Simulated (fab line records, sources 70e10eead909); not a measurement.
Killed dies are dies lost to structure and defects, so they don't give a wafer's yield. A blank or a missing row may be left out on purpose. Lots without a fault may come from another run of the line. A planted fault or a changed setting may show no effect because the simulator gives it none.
A struck lot beside a sound one | flow nand_harc | 17 steps out of a route of 1302
Sound: wafers L704.1, L704.3, L704.4. Struck: wafer L720.2. (L720.3, L720.6 of the same lot were not struck and are left out.) The cause comes at the end.
At each step with rows: each side's tool, then ch and its chambers, then its first start. Under that, the readings that differ: sound wafers | struck wafers | difference of the means | sigmas: that difference in standard deviations of wafers without a fault.
alike: readings whose means differ by less than 2 such deviations, and words and numbers that are the same on both sides. not compared: withheld readings, readings that some wafer has no value for, bounds like >300 that may hide the same value, and numbers for which the record gives no deviation and whose values overlap.
The two part at a step that has a row with sigmas, a row that says differs or no value, or rows on one side only. Numbers that don't overlap but have no deviation are shown without sigmas and don't part them. A reading that every wafer of one side lacks parts them only if that side has two wafers or more.

NHARC_P_M2_INSPECT_11:
  sound on defect_inspect-02, day 8 12:44; struck on defect_inspect-01, day 15 05:03
  alike: raw_defect_count
then, 3 steps without rows for these wafers: NHARC_P_M2_DESCUM_14 (chemistry O2, time 3 s); NHARC_P_M2_ETCH_35 (etches the open film in N2/H2, target depth 40 nm, overetch 12 nm, time 43.94 s); NHARC_P_M2_ETCH_15 (etches the open film in C4F8/Ar, target depth 182.5 nm, time 91.2 s).
NHARC_P_M2_CD_MEAS_16:
  sound on cd_sem-01, day 8 13:07; struck on cd_sem-01, day 15 05:25
  alike: cd_nm
NHARC_P_M2_STRIP_18: strips in N2/H2.
  sound on rie_diel-02 ch 0,1,3, day 8 13:11; struck on rie_diel-02 ch 1, day 15 05:32
  reading                | sound         | struck | difference | sigmas
  rf_hours_counter_h (h) | 10.2 10.7 9.5 | 6.3    | -3.8       |
  alike: chamber_pressure_mTorr, drypump_motor_current_A, n2_flow_sccm, oes_product_au, rf_vpp_V, showerhead_plenum_p_Torr, throttle_valve_pct
NHARC_P_M2_ETCH_28: etches the open film in CF4/N2, target depth 30 nm, time 72.99 s.
  sound on rie_diel-02 ch 0,1,3; struck on rie_diel-02 ch 0
  reading                | sound         | struck | difference | sigmas
  rf_hours_counter_h (h) | 10.3 9.5 10.8 | 6.4    | -3.8       |
  alike: cf4_flow_sccm, chamber_pressure_mTorr, drypump_motor_current_A, n2_flow_sccm, oes_product_au, rf_vpp_V, showerhead_plenum_p_Torr, throttle_valve_pct
then, 1 step without rows for these wafers: NHARC_P_M2_STRIP_19 (strips in post etch residue remover, time 600 s).
NHARC_P_M2_DEGAS_29: time 60 s.
  sound on pvd_sputter-03, day 8 13:50; struck on pvd_sputter-01, day 15 06:11
  alike: heater_power_w
then, 2 steps without rows for these wafers: NHARC_P_M2_PRE_CLEAN_30 (time 30 s); NHARC_P_M2_PVD_20 (deposits TaN, target thk 5 nm, time 8.06 s).
NHARC_P_M2_PVD_21: deposits Cu, target thk 30 nm, time 20.49 s.
  sound on pvd_sputter-03; struck on pvd_sputter-01
  alike: throttle_valve_pct
NHARC_P_M2_ECD_22: material Cu, target thk 400 nm.
  sound on ecd_cu-02 ch 0,1, day 8 14:14; struck on ecd_cu-02 ch 0, day 15 06:35
  alike: bath_temp_c
NHARC_P_M2_ANNEAL_31: time 90 s.
  sound on rtp_anneal-01 ch 0, day 8 14:34; struck on rtp_anneal-01 ch 0, day 15 06:58
  alike: wafer_temp_C_max
NHARC_P_M2_CMP_23: polishes, t overpolish 20 s, target thk 144.3 nm.
  sound on cmp-01 ch 0,1,3, day 8 14:55; struck on cmp-02 ch 0, day 15 07:17
  reading                | sound          | struck | difference | sigmas
  motor_current_A (A)    | 11.0 11.9 11.6 | 14.6   | +3.1       | +3
  time_to_endpoint_s (s) | 28.8 26.1 27.3 | 16.0   | -11.4      | -5
NHARC_P_M2_THK_MEAS_24: measures by xrf.
  sound on film_metro-02, day 8 15:13; struck on film_metro-02, day 15 07:34
  alike: thk_nm
-- the record jumps here: 18 days lie between the struck wafers' starts before and after (it left off in module P_M2 and takes up again in module END, whose first step shown is number 1302 of the route) --
NHARC_END_SORT_01:
  the record has rows for the struck wafers here (prober-02 ch 0, day 33 06:11) and none for the sound ones

WHERE THEY PART
First at NHARC_P_M2_CMP_23; last, within this record, at NHARC_END_SORT_01.

WHY: what the simulator had put in
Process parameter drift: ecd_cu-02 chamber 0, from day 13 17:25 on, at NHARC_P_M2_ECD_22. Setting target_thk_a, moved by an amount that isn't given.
